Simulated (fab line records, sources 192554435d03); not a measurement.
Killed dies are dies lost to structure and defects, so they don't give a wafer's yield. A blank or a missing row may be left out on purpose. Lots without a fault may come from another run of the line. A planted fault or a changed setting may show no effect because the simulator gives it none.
Chamber matching | flow n5_finfet | N5_BEOL_M12_ETCH_67 on rie_diel-05: 4 sister chambers
The step etches SiARC in CF4, target depth 143 nm, time 238.3 s. 4 wafers are shown with their chamber, then 8 later ones without.

WAFERS WITH THEIR CHAMBER
wafer  | chamber | drypump_motor_current_A (A)
L085.5 | 0       | 5.1
L086.5 | 2       | 5.8
L086.6 | 3       | 5.9
L091.1 | 1       | 5.7

WAFERS WITHOUT THEIR CHAMBER
wafer  | drypump_motor_current_A (A)
L091.2 | 5.1
L091.3 | 5.9
L090.2 | 5.1
L090.3 | 5.9
L090.6 | 5.7
L094.1 | 5.8
L094.3 | 5.6
L094.4 | 5.8

WHICH CHAMBER EACH WENT THROUGH
wafer  | from the rows above | in truth
L091.2 | 0                   | 0
L091.3 | 3                   | 3
L090.2 | 0                   | 0
L090.3 | 3                   | 3
L090.6 | 1                   | 1
L094.1 | 2                   | 2
L094.3 | 1                   | 1
L094.4 | 2                   | 2
Placed correctly: 8 of 8. Can't be placed from these rows: 0. Placed wrongly: 0.
How it was worked out, from the rows above alone: a wafer's distance from a chamber is the root of the sum, over the readings, of the square of ((its reading less the chamber's mean) divided by the reading's scatter). The wafer belongs to the nearest chamber; if the next one is less than 2 further off, it can't be placed. A chamber's mean is the mean of its shown wafers. The scatter: with one shown wafer a chamber, the root of the mean of the squares of how far each hidden wafer lies from its nearest shown one.
